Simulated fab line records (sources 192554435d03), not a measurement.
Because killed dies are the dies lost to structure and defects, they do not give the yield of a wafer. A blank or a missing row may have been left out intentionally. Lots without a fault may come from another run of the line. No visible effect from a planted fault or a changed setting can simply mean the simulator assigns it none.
fab line records | flow n5-finfet
record lots=7 wafers=21
route steps=1938 shown ZERO_LAYER@4 FIN_SAQP@125 DUMMY_GATE@221 SD_EPI_P@301
start-h: the number of hours between the record's first day and the start of the first shown wafer of the lot | wait-h: how many hours have passed since the lot's step before this one | " unchanged from the row above | L1.1+2: a single row standing in for several wafers | - value missing, or start not given | * or withheld: withheld | < > ~ a bound
route shown NAME@n: names a module that has steps shown in the file, with the first one's number in the route | usual: mean and standard deviation over wafers with no fault | same: alike in all rows | chamber/n: place in a boat | sites: per-site readings | _std_site: the standard deviation of these | _edge_site: the outer-site mean with the inner-site mean subtracted | radius-mm: how far each site lies from the wafer's centre | mask NAME#n: copy n | behind: the most recent tool/chamber to have shaped the wafer | hold: reason for holding the lot/hours on hold/outcome of the hold | device: the transistor (n, p or np) that didn't switch | end of line: tests of these same wafers at the route's end | for a step that has no rows: nothing shown but its recipe | killed: at the first sort, the dies lost to defects and structure; wafer yield is something else | map: dies across one wafer; x = killed, . = not, _ = none there
set.NAME: the setting the step ran with; set.NAME@STEP: the setting that earlier step ran with | model.NAME: the simulator's own value behind a step, which no gauge read
lots run with intentionally changed settings; tables by step, rows by wafer
## steps
# step N5_ZERO_LAYER_PECVD_02
# recipe material=SiO2 target-thk-a=100 temp-c=400 precursor=SiH4/N2O pressure-torr=0.75 rf-w=275 time-s=6
# columns lot.wafer tool chamber start-h wait-h set.time-s model.SiO2_of_ZERO_LAYER_PECVD_02.thk-nm
L076.1 pecvd-03 0 24.29 0.0 6 10.24
L076.3 " 2 " " 6.578 11.21
L076.4 " 0 " " 6 10.43
L079.2 pecvd-03 0 42.28 0.0 6.388 10.77
L079.4 " 0 " " 6 10.32
L079.6 " 2 " " 6.388 10.85
L080.4 pecvd-03 2 48.31 0.1 6.802 11.52
L080.5 " 0 " " 6.802 11.55
L080.6 " 1 " " 6 9.959
L081.1 pecvd-03 0 54.28 0.0 6.441 10.92
L081.3 " 1 " " 6.441 10.52
L081.6 " 0 " " 6 10.26
L089.1 pecvd-04 2 102.30 0.0 6 9.948
L089.4 " 1 " " 6 10.09
L089.5 " 2 " " 6 10.13
L093.1 pecvd-04 0 126.29 0.0 6 9.816
L093.2 " 1 " " 6 9.896
L093.5 " 1 " " 6 10.02
L094.1 pecvd-03 2 132.28 0.0 6.629 11.04
L094.2 " 1 " " 6 9.856
L094.4 " 1 " " 6.629 10.98
# step N5_ZERO_LAYER_EXPOSE_08
# recipe mask-id=ZERO na=0.55 source-shape=conventional sigma-outer=0.8 polarization=unpolarized defocus-nm=0 target-cd-nm=2000 dose-mj=16.2
# columns lot.wafer tool chamber start-h wait-h mask set.dose-mj
L076.1+3+4 krf-scanner-02 0 24.48 - ZERO#0 16.2
L079.2+4+6 krf-scanner-02 0 42.47 - ZERO#0 16.2
L080.4 krf-scanner-01 0 48.61 - ZERO#0 16.2
L080.5+6 " 0 " " ZERO#0 15.22
L081.1+3+6 krf-scanner-02 0 54.59 - ZERO#0 16.2
L089.1 krf-scanner-02 0 102.49 - ZERO#0 15.38
L089.4+5 " 0 " " ZERO#0 16.2
L093.1+2+5 krf-scanner-01 0 126.49 - ZERO#0 16.2
L094.1 krf-scanner-02 0 134.35 - ZERO#0 16.2
L094.2+4 " 0 " " ZERO#0 16.66
# step N5_ZERO_LAYER_PEB_09
# recipe peb-temp-c=withheld peb-time-s=*
# step N5_ZERO_LAYER_DEVELOP_10
# recipe develop-time-s=60 rinse-liquid=diw dry=air-spin dev-temp-c=21
# step N5_ZERO_LAYER_HARDBAKE_23
# recipe temp-c=130 time-s=120
# step N5_ZERO_LAYER_CD_MEAS_11
# recipe target-cd-nm=2000 landing-energy-ev=500 detector=se-inlens
# usual cd-nm=2002.8/2.7
# columns lot.wafer tool chamber start-h wait-h set.dose-mj@ZERO_LAYER_EXPOSE_08 cd-nm
L076.1 cd-sem-03 0 24.65 - 16.2 2002.0
L076.3 " 0 " " 16.2 2001.3
L076.4 " 0 " " 16.2 1995.9
L079.2 cd-sem-01 0 42.64 - 16.2 2003.3
L079.4 " 0 " " 16.2 2002.2
L079.6 " 0 " " 16.2 2001.1
L080.4 cd-sem-03 0 48.77 - 16.2 2005.4
L080.5 " 0 " " 15.22 1991.9
L080.6 " 0 " " 15.22 1993.1
L081.1 cd-sem-03 0 54.77 - 16.2 2004.5
L081.3 " 0 " " 16.2 1999.1
L081.6 " 0 " " 16.2 2005.0
L089.1 cd-sem-01 0 102.66 - 15.38 1991.0
L089.4 " 0 " " 16.2 2003.7
L089.5 " 0 " " 16.2 2006.2
L093.1 cd-sem-03 0 126.67 - 16.2 2001.1
L093.2 " 0 " " 16.2 2004.7
L093.5 " 0 " " 16.2 1997.7
L094.1 cd-sem-01 0 134.53 - 16.2 2005.3
L094.2 " 0 " " 16.66 2011.3
L094.4 " 0 " " 16.66 2010.5
# step N5_ZERO_LAYER_DESCUM_16
# recipe chemistry=O2 time-s=7.9 source-power-w=50 bias-power-w=20 pressure-mtorr=20 rf-frequency-hz=2.712e+07 temp-c=40 o2-flow-sccm=225
# columns lot.wafer tool chamber start-h wait-h set.dose-mj@ZERO_LAYER_EXPOSE_08 model.ZERO_LAYER.cd-nm
L076.1 rie-diel-06 1 24.69 0.0 16.2 2002
L076.3 " 0 " " 16.2 2001
L076.4 " 0 " " 16.2 1996
L079.2 rie-diel-02 2 42.68 0.0 16.2 2003
L079.4 " 1 " " 16.2 2002
L079.6 " 1 " " 16.2 2001
L080.4 rie-diel-02 1 48.80 0.0 16.2 2005
L080.5 " 2 " " 15.22 1992
L080.6 " 3 " " 15.22 1993
L081.1+6 rie-diel-06 1,2 54.93 0.2 16.2 2005
L081.3 " 2 " " 16.2 1999
L089.1 rie-diel-04 3 102.70 0.0 15.38 1991
L089.4 " 0 " " 16.2 2004
L089.5 " 0 " " 16.2 2006
L093.1 rie-diel-06 3 126.71 0.0 16.2 2001
L093.2 " 2 " " 16.2 2004
L093.5 " 0 " " 16.2 1998
L094.1 rie-diel-06 2 134.57 0.0 16.2 2005
L094.2 " 1 " " 16.66 2011
L094.4 " 0 " " 16.66 2010
# step N5_FIN_SAQP_SPACER1_ALD_24
# recipe material=SiO2 target-thk-a=203 temp-c=300 ald-precursor-family=BDEAS ald-co-reactant=O2-plasma pulse-time-s=1 purge-time-s=2 co-reactant-purge-time-s=2 ald-cycles=218 pressure-torr=2
# columns lot.wafer tool chamber start-h wait-h set.ald-cycles model.SiO2_of_FIN_SAQP_SPACER1_ALD_24.thk-nm
L076.1+3+4 ald-sin-02 3,2,3 35.53 0.3 218 20.2
L079.2+6 ald-sin-02 3,1 54.35 0.3 205 19
L079.4 " 3 " " 218 20.2
L080.4 ald-sin-01 3 59.88 0.1 207 19.4
L080.5+6 " 2,1 " " 207 19.2
L081.1 ald-sin-04 3 65.47 0.3 218 20.4
L081.3+6 " 0,1 " " 246 22.8
L089.1 ald-sin-01 1 113.41 0.3 218 20.2
L089.4+5 " 3,0 " " 218 20.4
L093.1+2+5 ald-sin-04 0,1,2 138.44 0.3 218 20.4
L094.1+4 ald-sin-02 3 145.05 0.3 205 18.8
L094.2 " 0 " " 218 20.2
# step N5_FIN_SAQP_SPACER1_ETCHBACK_25
# recipe chemistry=CHF3/O2 mode=anisotropic-etchback target=SiO2 target-depth-a=244 time-s=12.2 pressure-mtorr=30 source-w=650 bias-w=170 Ar_flow_sccm=200 CHF3_flow_sccm=50 O2_flow_sccm=5 ion-energy-ev=200
# step N5_FIN_SAQP_MANDREL1_REMOVE_56
# recipe chemistry=HBr/Cl2/O2 bt-time-s=10 target=a-Si stop-on=SiNx endpoint=OES-SiCl over-etch-frac=1 icp-w=600 bias-w=22 HBr_flow_sccm=150 Cl2_flow_sccm=80 O2_flow_sccm=5 pressure-mtorr=10
# columns lot.wafer tool chamber start-h wait-h set.ald-cycles@FIN_SAQP_SPACER1_ALD_24 model.FIN_SAQP.cd-nm
L076.1+3+4 rie-si-05 0,2,1 36.42 0.1 218 20.2
L079.2+6 rie-si-06 3,2 55.16 0.1 205 19
L079.4 " 0 " " 218 20
L080.4 rie-si-06 2 60.84 0.0 207 19.4
L080.5 " 0 " " 207 19.2
L080.6 " 1 " " 207 19
L081.1 rie-si-05 1 66.28 0.1 218 20.2
L081.3 " 0 " " 246 23
L081.6 " 3 " " 246 22.6
L089.1 rie-si-05 1 114.24 0.1 218 20.2
L089.4+5 " 3,1 " " 218 20.4
L093.1+2 rie-si-06 1,0 139.41 0.1 218 20.4
L093.5 " 0 " " 218 20.2
L094.1 rie-si-03 2 145.86 0.1 205 19
L094.2 " 0 " " 218 20.2
L094.4 " 1 " " 205 18.8
# step N5_FIN_SAQP_CD_MEAS_27
# recipe target-cd-nm=20 landing-energy-ev=1000 detector=se-inlens polarity=line
# usual cd-nm=20.28/0.26
# columns lot.wafer tool chamber start-h wait-h set.ald-cycles@FIN_SAQP_SPACER1_ALD_24 cd-nm
L076.1 cd-sem-02 0 36.53 0.1 218 20.22
L076.3 " 0 " " 218 20.17
L076.4 " 0 " " 218 20.59
L079.2 cd-sem-02 0 55.27 0.1 205 18.68
L079.4 " 0 " " 218 19.96
L079.6 " 0 " " 205 18.73
L080.4 cd-sem-03 0 60.96 0.1 207 19.65
L080.5 " 0 " " 207 19.37
L080.6 " 0 " " 207 19.01
L081.1 cd-sem-03 0 66.39 0.1 218 20.17
L081.3 " 0 " " 246 23.13
L081.6 " 0 " " 246 22.46
L089.1 cd-sem-03 0 114.35 0.1 218 20.32
L089.4 " 0 " " 218 20.47
L089.5 " 0 " " 218 20.52
L093.1 cd-sem-03 0 139.52 0.1 218 20.60
L093.2 " 0 " " 218 20.55
L093.5 " 0 " " 218 20.05
L094.1 cd-sem-03 0 145.97 0.1 205 19.33
L094.2 " 0 " " 218 20.09
L094.4 " 0 " " 205 18.35
# step N5_DUMMY_GATE_PECVD_30
# recipe material=SiO2 target-thk-a=550 temp-c=400 precursor=TEOS/O2 pressure-torr=6.5 rf-w=withheld teos-flow-sccm=withheld gas=O2 flow-sccm=2650 time-s=10.8
# columns lot.wafer tool chamber start-h wait-h set.time-s model.SiO2_of_DUMMY_GATE_PECVD_30.thk-nm
L076.1 pecvd-01 1 59.31 0.0 11.24 58.2
L076.3 " 2 " " 11.24 57.4
L076.4 " 2 " " 10.8 56.8
L079.2 pecvd-03 0 79.25 0.0 9.765 48.8
L079.4 " 0 " " 10.8 55.2
L079.6 " 1 " " 9.765 50.4
L080.4 pecvd-03 2 82.27 0.1 10.8 55.6
L080.5 " 0 " " 10.8 54.4
L080.6 " 1 " " 10.8 55.2
L081.1 pecvd-01 2 87.45 0.0 9.232 46.4
L081.3 " 0 " " 9.232 47.2
L081.6 " 1 " " 10.8 56
L089.1 pecvd-02 0 135.60 0.0 10.8 53.4
L089.4 " 1 " " 9.225 47
L089.5 " 2 " " 10.8 53.6
L093.1 pecvd-03 0 160.47 0.0 10.8 54.4
L093.2 " 1 " " 10.8 54
L093.5 " 2 " " 10.8 55.4
L094.1 pecvd-01 1 168.03 0.0 10.8 55.8
L094.2 " 2 " " 10.8 55
L094.4 " 1 " " 10.8 56.4
# step N5_DUMMY_GATE_COAT_28
# recipe resist=underlayer temp-c=205 time-s=60 spin-rpm=1500 resist-thk-nm=10
# columns lot.wafer tool chamber start-h wait-h set.spin-rpm model.underlayer_of_DUMMY_GATE_COAT_28.thk-nm
L076.1+4 litho-track-03 0 - - 1377 10.4
L076.3 " 0 " " 1500 10
L079.2+4 litho-track-01 0 - - 1621 9.6
L079.6 " 0 " " 1500 10
L080.4+5+6 litho-track-03 0 - - 1500 10
L081.1+3+6 litho-track-02 0 - - 1500 10
L089.1 litho-track-01 0 - - 1551 10
L089.4+5 " 0 " " 1500 10
L093.1+2+5 litho-track-03 0 - - 1500 10
L094.1+4 litho-track-01 0 - - 1581 9.8
L094.2 " 0 " " 1500 10
# step N5_DUMMY_GATE_COAT_09
# recipe resist=CAR-EUV spin-rpm=1500 resist-thk-nm=30
# step N5_DUMMY_GATE_EBR_11
# recipe solvent=PGMEA ebr-width-mm=1.5
# step N5_DUMMY_GATE_STRIP_41
# recipe chemistry=O2 power-w=400 temp-c=40 pressure-mtorr=30 rf-frequency-hz=6e+07 bias-power-w=0 overash-fraction=0.3 o2-flow-sccm=225
# step N5_DUMMY_GATE_HM_OPEN_21
# recipe chemistry=CH3F/O2 target=SiNx target-depth-a=1200 Ar_flow_sccm=150 CH3F_flow_sccm=30 O2_flow_sccm=23 time-s=171.4 pressure-mtorr=30 source-w=395 bias-w=73 ion-energy-ev=120.7
# step N5_DUMMY_GATE_ETCH_32
# recipe chemistry=CF4 target=SiO2 target-depth-a=35 time-s=3.9 ion-energy-ev=350 pressure-mtorr=10 icp-w=800 bias-w=400 cf4-flow-sccm=80
# columns lot.wafer tool chamber start-h wait-h set.time-s@DUMMY_GATE_PECVD_30 model.SiO2_of_DUMMY_GATE_PECVD_30.thk-nm
L076.1 rie-si-02 0 60.80 0.1 11.24 44.2
L076.3 " 2 " " 11.24 43.8
L076.4 " 1 " " 10.8 43.4
L079.2 rie-si-02 0 80.50 0.1 9.765 35.2
L079.4 " 3 " " 10.8 41.8
L079.6 " 0 " " 9.765 37.2
L080.4 rie-si-01 2 83.38 0.1 10.8 42.4
L080.5 " 1 " " 10.8 40.8
L080.6 " 2 " " 10.8 41.8
L081.1 rie-si-02 2 88.70 0.1 9.232 32.8
L081.3 " 1 " " 9.232 33.6
L081.6 " 3 " " 10.8 42.4
L089.1 rie-si-01 1 137.08 0.1 10.8 40
L089.4 " 2 " " 9.225 33.8
L089.5 " 0 " " 10.8 40.4
L093.1 rie-si-04 2 163.43 0.1 10.8 40.4
L093.2 " 0 " " 10.8 40.2
L093.5 " 1 " " 10.8 41.8
L094.1 rie-si-02 0 169.24 0.1 10.8 42.4
L094.2 " 2 " " 10.8 41.6
L094.4 " 3 " " 10.8 42.6
# step N5_DUMMY_GATE_ETCH_23
# recipe chemistry=HBr/Cl2/O2 HBr_flow_sccm=150 Cl2_flow_sccm=80 O2_flow_sccm=12 bias-w=102 target-depth-a=410 time-s=22.3 target=poly-Si mask-material=SiO2 pressure-mtorr=10 icp-w=800
# step N5_DUMMY_GATE_ETCH_44
# recipe chemistry=HBr/O2 over-etch-frac=0.7 target-depth-a=1275 stop-on=SiO2 ion-energy-ev=60 bias-w=20 target=poly-Si mask-material=SiO2 pressure-mtorr=20 icp-w=400 HBr_flow_sccm=120 O2_flow_sccm=10
# columns lot.wafer tool chamber start-h wait-h set.time-s@DUMMY_GATE_PECVD_30 model.SiO2_of_DUMMY_GATE_PECVD_30.thk-nm
L076.1 rie-si-02 0 60.89 0.0 11.24 40.8
L076.3 " 2 " " 11.24 40.2
L076.4 " 1 " " 10.8 40
L079.2 rie-si-02 0 80.59 0.0 9.765 31.8
L079.4 " 3 " " 10.8 38.2
L079.6 " 0 " " 9.765 33.6
L080.4 rie-si-01 2 83.47 0.0 10.8 39.2
L080.5 " 1 " " 10.8 37.2
L080.6 " 2 " " 10.8 38.6
L081.1 rie-si-02 2 88.79 0.0 9.232 29.2
L081.3 " 1 " " 9.232 30.2
L081.6 " 3 " " 10.8 38.8
L089.1 rie-si-01 1 137.17 0.0 10.8 36.4
L089.4 " 2 " " 9.225 30.4
L089.5 " 0 " " 10.8 37
L093.1+2 rie-si-04 2,0 163.52 0.0 10.8 36.8
L093.5 " 1 " " 10.8 38.2
L094.1 rie-si-02 0 169.33 0.0 10.8 38.8
L094.2 " 2 " " 10.8 38.2
L094.4 " 3 " " 10.8 39
# step N5_SD_EPI_P_PEB_07
# recipe peb-temp-c=110 peb-time-s=60 resist=CAR-ArF-block
# columns lot.wafer tool chamber start-h wait-h set.peb-time-s
L076.1+3+4 litho-track-04 0 66.65 0.1 60
L079.2 litho-track-04 0 86.68 0.0 48.63
L079.4+6 " 0 " " 60
L080.4+5+6 litho-track-02 0 90.05 0.0 60
L081.1+3+6 litho-track-02 0 96.48 0.1 60
L089.1+4 litho-track-03 0 143.11 0.1 63.6
L089.5 " 0 " " 60
L093.1+2+5 litho-track-03 0 170.89 0.1 60
L094.1 litho-track-04 0 174.97 0.1 49.32
L094.2+4 " 0 " " 60
# step N5_SD_EPI_P_DEVELOP_08
# recipe develop-time-s=30 developer=TMAH resist=CAR-ArF-block dev-temp-c=23 rinse-liquid=diw dry=air-spin
# columns lot.wafer tool chamber start-h wait-h set.develop-time-s
L076.1+4 litho-track-04 0 - - 36.42
L076.3 " 0 " " 30
L079.2+4+6 litho-track-04 0 - - 30
L080.4+6 litho-track-02 0 - - 30
L080.5 " 0 " " 24.7
L081.1+6 litho-track-02 0 - - 30
L081.3 " 0 " " 36.24
L089.1+4 litho-track-03 0 - - 30
L089.5 " 0 " " 35.27
L093.1+2+5 litho-track-03 0 - - 30
L094.1+2+4 litho-track-04 0 - - 30
# step N5_SD_EPI_P_CD_MEAS_09
# recipe target-cd-nm=240 landing-energy-ev=500 detector=se-inlens
# usual cd-nm=240.2/0.91
# columns lot.wafer tool chamber start-h wait-h set.peb-time-s@SD_EPI_P_PEB_07 cd-nm
L076.1 cd-sem-01 0 66.71 - 60 240.9
L076.3 " 0 " " 60 240.4
L076.4 " 0 " " 60 241.2
L079.2 cd-sem-02 0 86.74 - 48.63 233.2
L079.4 " 0 " " 60 238.9
L079.6 " 0 " " 60 239.7
L080.4 cd-sem-02 0 90.12 - 60 241.0
L080.5 " 0 " " 60 240.8
L080.6 " 0 " " 60 241.4
L081.1 cd-sem-02 0 96.54 - 60 240.6
L081.3 " 0 " " 60 241.4
L081.6 " 0 " " 60 241.0
L089.1 cd-sem-03 0 143.18 - 63.6 241.3
L089.4 " 0 " " 63.6 242.5
L089.5 " 0 " " 60 240.5
L093.1 cd-sem-02 0 170.96 - 60 241.3
L093.2 " 0 " " 60 240.2
L093.5 " 0 " " 60 240.2
L094.1 cd-sem-02 0 175.04 - 49.32 233.0
L094.2 " 0 " " 60 241.1
L094.4 " 0 " " 60 238.4
# step N5_SD_EPI_P_DESCUM_14
# recipe chemistry=O2 time-s=7.9 source-power-w=50 bias-power-w=20 pressure-mtorr=20 rf-frequency-hz=2.712e+07 temp-c=40 resist=CAR-ArF-block o2-flow-sccm=225
# columns lot.wafer tool chamber start-h wait-h set.peb-time-s@SD_EPI_P_PEB_07 model.SD_EPI_P.cd-nm
L076.1 rie-diel-06 1 66.85 0.1 60 241
L076.3 " 0 " " 60 240.4
L076.4 " 3 " " 60 241.6
L079.2 rie-diel-02 1 86.83 0.0 48.63 233.4
L079.4 " 2 " " 60 238.6
L079.6 " 1 " " 60 239.8
L080.4 rie-diel-04 1 90.22 0.0 60 241
L080.5+6 " 3,0 " " 60 241.2
L081.1 rie-diel-04 1 96.63 0.0 60 240.6
L081.3+6 " 0,2 " " 60 241.2
L089.1 rie-diel-02 1 143.27 0.0 63.6 241.6
L089.4 " 0 " " 63.6 242.4
L089.5 " 2 " " 60 240.6
L093.1 rie-diel-02 1 171.05 0.0 60 241.2
L093.2 " 3 " " 60 240
L093.5 " 2 " " 60 240.4
L094.1 rie-diel-04 1 175.13 0.0 49.32 233
L094.2 " 3 " " 60 241.2
L094.4 " 2 " " 60 238
# step N5_SD_EPI_P_ETCH_36
# recipe chemistry=CF4 target=SiARC target-depth-a=455 mask-material=CAR-ArF-block time-s=75.8 ion-energy-ev=80 pressure-mtorr=40 source-w=545 bias-w=36 Ar_flow_sccm=100 cf4-flow-sccm=100 ends=cleared
# columns lot.wafer tool chamber start-h wait-h set.peb-time-s@SD_EPI_P_PEB_07 model.SD_EPI_P.cd-nm
L076.1 rie-diel-06 1 66.89 0.0 60 241.2
L076.3 " 0 " " 60 240.2
L076.4 " 3 " " 60 241.4
L079.2 rie-diel-02 1 86.87 0.0 48.63 233.4
L079.4 " 2 " " 60 238.8
L079.6 " 1 " " 60 239.8
L080.4 rie-diel-04 1 90.25 0.0 60 241.2
L080.5 " 3 " " 60 241.6
L080.6 " 0 " " 60 241
L081.1 rie-diel-04 1 96.67 0.0 60 240.6
L081.3+6 " 0,2 " " 60 241.2
L089.1 rie-diel-02 1 143.30 0.0 63.6 241.6
L089.4 " 0 " " 63.6 242.6
L089.5 " 2 " " 60 240.6
L093.1 rie-diel-02 1 171.08 0.0 60 241
L093.2 " 3 " " 60 240
L093.5 " 2 " " 60 240.2
L094.1 rie-diel-04 1 175.16 0.0 49.32 233
L094.2 " 3 " " 60 241.6
L094.4 " 2 " " 60 237.6
# step N5_SD_EPI_P_ETCH_37
# recipe chemistry=N2/H2 target=SOC overetch-a=1080 mask-material=SiARC temp-c=40 ion-energy-ev=100 source-w=3000 bias-w=133 pressure-mtorr=20 time-s=486 n2-flow-sccm=200 h2-flow-sccm=200 ends=end-point
# step N5_SD_EPI_P_STRIP_38
# recipe chemistry=N2/H2 temp-c=40 n2-flow-sccm=200 h2-flow-sccm=200 rf-frequency-hz=6e+07
# step N5_SD_EPI_P_ETCHBACK_46
# recipe chemistry=CH3F/O2 mode=anisotropic-etchback target=SiNx target-depth-a=175 stop-on=SiO2 over-etch-frac=0.3 ion-energy-ev=120 pressure-mtorr=30 source-w=395 bias-w=73 Ar_flow_sccm=150 CH3F_flow_sccm=30 O2_flow_sccm=20
# step N5_SD_EPI_P_ETCH_47
# recipe chemistry=CH3F/O2 target=SiOCN target-depth-a=250 mask-material=SOC ion-energy-ev=60 bias-w=29 pressure-mtorr=30 source-w=410 Ar_flow_sccm=150 CH3F_flow_sccm=30 O2_flow_sccm=20
# step N5_SD_EPI_P_ETCH_16
# recipe chemistry=CHF3/O2 target=SiO2 target-depth-a=50 mask-material=SOC pressure-mtorr=30 source-w=650 bias-w=170 Ar_flow_sccm=200 CHF3_flow_sccm=50 O2_flow_sccm=5 ion-energy-ev=200
# columns lot.wafer tool chamber start-h wait-h set.peb-time-s@SD_EPI_P_PEB_07 model.SD_EPI_P.cd-nm
L076.1 rie-diel-06 1 67.47 0.1 60 242
L076.3 " 0 " " 60 240.4
L076.4 " 3 " " 60 242.6
L079.2 rie-diel-02 1 87.45 0.1 48.63 234.4
L079.4 " 2 " " 60 242.6
L079.6 " 1 " " 60 241
L080.4 rie-diel-04 1 90.83 0.1 60 237.6
L080.5 " 3 " " 60 242.6
L080.6 " 0 " " 60 238
L081.1 rie-diel-04 1 97.25 0.1 60 238
L081.3 " 0 " " 60 238.4
L081.6 " 2 " " 60 240
L089.1 rie-diel-02 1 143.88 0.1 63.6 241.8
L089.4 " 0 " " 63.6 240.4
L089.5 " 2 " " 60 238.4
L093.1 rie-diel-02 1 171.66 0.1 60 242.2
L093.2 " 3 " " 60 240.6
L093.5 " 2 " " 60 239
L094.1 rie-diel-04 1 175.74 0.1 49.32 229.4
L094.2 " 3 " " 60 242.6
L094.4 " 2 " " 60 238
## key
split step=N5_ZERO_LAYER_PECVD_02 setting=time-s stated=6 by=wafer
response step=N5_ZERO_LAYER_PECVD_02 reading=model.SiO2_of_ZERO_LAYER_PECVD_02.thk-nm change=+0.101 per=1% r=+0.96
split step=N5_ZERO_LAYER_EXPOSE_08 setting=dose-mj stated=16.2 by=wafer
response step=N5_ZERO_LAYER_CD_MEAS_11 reading=cd-nm change=+2.34 per=1% r=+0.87
response step=N5_ZERO_LAYER_DESCUM_16 reading=model.ZERO_LAYER.cd-nm change=+2.31 per=1% r=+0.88
split step=N5_FIN_SAQP_SPACER1_ALD_24 setting=ald-cycles stated=218 by=wafer
response step=N5_FIN_SAQP_SPACER1_ALD_24 reading=model.SiO2_of_FIN_SAQP_SPACER1_ALD_24.thk-nm change=+0.196 per=1% r=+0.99
response step=N5_FIN_SAQP_MANDREL1_REMOVE_56 reading=model.FIN_SAQP.cd-nm change=+0.2 per=1% r=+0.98
response step=N5_FIN_SAQP_CD_MEAS_27 reading=cd-nm change=+0.206 per=1% r=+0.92
split step=N5_DUMMY_GATE_PECVD_30 setting=time-s stated=10.8 by=wafer
response step=N5_DUMMY_GATE_PECVD_30 reading=model.SiO2_of_DUMMY_GATE_PECVD_30.thk-nm change=+0.538 per=1% r=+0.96
response step=N5_DUMMY_GATE_ETCH_32 reading=model.SiO2_of_DUMMY_GATE_PECVD_30.thk-nm change=+0.532 per=1% r=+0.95
response step=N5_DUMMY_GATE_ETCH_44 reading=model.SiO2_of_DUMMY_GATE_PECVD_30.thk-nm change=+0.524 per=1% r=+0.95
split step=N5_DUMMY_GATE_COAT_28 setting=spin-rpm stated=1500 by=wafer
response step=N5_DUMMY_GATE_COAT_28 reading=model.underlayer_of_DUMMY_GATE_COAT_28.thk-nm change=-0.0438 per=1% r=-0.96
split step=N5_SD_EPI_P_PEB_07 setting=peb-time-s stated=60 by=wafer
response step=N5_SD_EPI_P_CD_MEAS_09 reading=cd-nm change=+0.343 per=1% r=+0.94
response step=N5_SD_EPI_P_DESCUM_14 reading=model.SD_EPI_P.cd-nm change=+0.331 per=1% r=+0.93
response step=N5_SD_EPI_P_ETCH_36 reading=model.SD_EPI_P.cd-nm change=+0.335 per=1% r=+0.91
response step=N5_SD_EPI_P_ETCH_16 reading=model.SD_EPI_P.cd-nm change=+0.492 per=1% r=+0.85
split step=N5_SD_EPI_P_DEVELOP_08 setting=develop-time-s stated=30 by=wafer
response none clear
